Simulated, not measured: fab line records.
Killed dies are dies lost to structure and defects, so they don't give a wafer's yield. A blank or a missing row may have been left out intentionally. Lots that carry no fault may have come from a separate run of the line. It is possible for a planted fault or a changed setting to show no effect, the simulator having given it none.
Which of the tools did it? :: flow nand_harc :: 6 lots, 18 wafers sampled, at 4 steps of a route of 1302

== WHAT THE GAUGES READ, wafer by wafer ==
NHARC_A_WL_FILL_INSPECT_15.
lot: L258
measured: day 21 19:41
on: defect_inspect-02
raw_defect_count: 524 394 375

lot: L261
measured: day 23 19:36
on: defect_inspect-02
raw_defect_count: 727 310 395

lot: L265
measured: day 26 23:14
on: defect_inspect-01
raw_defect_count: 606 482 769

lot: L274
measured: day 29 07:40
on: defect_inspect-02
raw_defect_count: 407 502 350

lot: L275
measured: day 29 13:14
on: defect_inspect-02
raw_defect_count: 567 361 562

lot: L276
measured: day 30 17:33
on: defect_inspect-02
raw_defect_count: 317 275 477

== WHICH TOOL RAN EACH LOT (tool, then ch and the chambers of the sampled wafers, then the start) ==
lot: L258
NHARC_A_SLIT_ETCH_29: rie_diel-06 ch 0,1,2, day 20 19:40
NHARC_A_WL_FILL_CVD_23: lpcvd_poly-04 ch 0, day 21 15:59
NHARC_A_WL_FILL_ALD_19: ald_metal-01 ch 0,2,3, day 21 18:51

lot: L261
NHARC_A_SLIT_ETCH_29: rie_diel-11 ch 0,1,2, day 22 18:19
NHARC_A_WL_FILL_CVD_23: lpcvd_poly-02 ch 0, day 23 15:55
NHARC_A_WL_FILL_ALD_19: ald_metal-01 ch 0,1,2, day 23 18:45

lot: L265
NHARC_A_SLIT_ETCH_29: rie_diel-02 ch 0,2, day 24 13:46
NHARC_A_WL_FILL_CVD_23: lpcvd_poly-03 ch 0, day 26 19:30
NHARC_A_WL_FILL_ALD_19: ald_metal-01 ch 0,2, day 26 22:20

lot: L274
NHARC_A_SLIT_ETCH_29: rie_diel-11 ch 0,2,3, day 28 06:02
NHARC_A_WL_FILL_CVD_23: lpcvd_poly-03 ch 0, day 29 03:58
NHARC_A_WL_FILL_ALD_19: ald_metal-02 ch 0,1,2, day 29 06:49

lot: L275
NHARC_A_SLIT_ETCH_29: rie_diel-02 ch 0,2,3, day 28 09:56
NHARC_A_WL_FILL_CVD_23: lpcvd_poly-03 ch 0, day 29 09:34
NHARC_A_WL_FILL_ALD_19: ald_metal-02 ch 0,1, day 29 12:23

lot: L276
NHARC_A_SLIT_ETCH_29: rie_diel-02 ch 0,1,2, day 29 15:47
NHARC_A_WL_FILL_CVD_23: lpcvd_poly-04 ch 0, day 30 13:53
NHARC_A_WL_FILL_ALD_19: ald_metal-02 ch 0,1,2, day 30 16:42
- NHARC_A_SLIT_ETCH_29: etches the open film in CF4/O2, target depth 100 nm, overetch 10 nm, time 55 s.
- NHARC_A_WL_FILL_CVD_23: deposits poly-Si, target thk 40 nm, time 800 s.
- NHARC_A_WL_FILL_ALD_19: deposits TiN, target thk 2 nm, pulse time 3 s, ald cycles 100.

== THE ANSWER, worked out from the rows above alone ==
Rule: the usual values come from the lots themselves. The widest of any qualifying gaps counts: lots, ordered by their means at a reading, are off when they make up no more than a third of the lots, leave a main group of 4 or more, and stand apart from it by 3 or more times the standard deviation of that group's means. Not used: any main group whose means are identical at the precision the tables above print for the reading. Also off: a lot with no number at a reading for which 4 or more lots have one. Any other lot the step has rows for is counted as sound.
Nothing can be told from this: no lot is off at any reading shown.

== WHAT THE SIMULATOR PUT IN ==
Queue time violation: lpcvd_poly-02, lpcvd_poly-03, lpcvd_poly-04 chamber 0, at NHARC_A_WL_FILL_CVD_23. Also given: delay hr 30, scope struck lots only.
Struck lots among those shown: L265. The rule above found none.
